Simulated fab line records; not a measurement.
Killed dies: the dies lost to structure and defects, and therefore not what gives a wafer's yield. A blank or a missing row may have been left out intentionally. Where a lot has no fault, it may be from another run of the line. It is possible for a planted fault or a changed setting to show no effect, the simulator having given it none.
Which tool is to blame?    flow nand-harc    7 lots, 21 wafers sampled, at 2 steps of a route of 1302

## WHAT THE GAUGES SHOWED, per wafer
NHARC_A_ONON_D1_THK_MEAS_02: measures by ellipsometry.
lot   measured      on             thk-nm (nm)
L552  day 8 03:30   film-metro-02  971 969 971
L554  day 8 23:16   film-metro-01  622 621 622
L563  day 12 15:04  film-metro-01  1000 1001 1001
L566  day 13 17:01  film-metro-02  997 997 996
L567  day 14 17:54  film-metro-01  983 984 982
L569  day 15 12:43  film-metro-01  986 986 986
L571  day 16 07:53  film-metro-01  998 998 1000

## TOOL THAT RAN EACH LOT (tool first, then ch and the chambers of the sampled wafers, then the start)
lot   NHARC_A_ONON_D1_DEP_00
L552  pecvd-onon-01 ch 0, day 8 02:59
L554  pecvd-onon-01 ch 0, day 8 22:46
L563  pecvd-onon-03 ch 0, day 12 14:34
L566  pecvd-onon-03 ch 0, day 13 16:38
L567  pecvd-onon-03 ch 0, day 14 17:23
L569  pecvd-onon-01 ch 0, day 15 12:12
L571  pecvd-onon-01 ch 0, day 16 07:22
- NHARC_A_ONON_D1_DEP_00: target thk 1000 nm.

## THE ANSWER, worked out from the rows above alone
Rule: what is usual is taken from the lots themselves. Put in order of their means at a reading, lots are off if they are a third of the lots or fewer, leave a main group of 4 or more, and stand apart from it by a gap of 3 or more times the standard deviation of the main group's means; of several such gaps the widest counts. The tables above print the reading to a certain number of digits; a main group whose means all agree to those digits is not used. A lot without any number at a reading at which 4 lots or more have one is off too. The other lots that the step has rows for count as sound.
Off at NHARC_A_ONON_D1_THK_MEAS_02 (thk-nm): L554. Mean 989 nm and standard deviation 11 in the main group.
A tool fits if, at a process step before that reading, it ran every lot that is off, and no sound lot after the first of them. Gauges at NHARC_A_ONON_D1_THK_MEAS_02: tried the same way as those tools. No candidate that was tried fits.

## WHAT THE SIMULATOR HAD PUT IN
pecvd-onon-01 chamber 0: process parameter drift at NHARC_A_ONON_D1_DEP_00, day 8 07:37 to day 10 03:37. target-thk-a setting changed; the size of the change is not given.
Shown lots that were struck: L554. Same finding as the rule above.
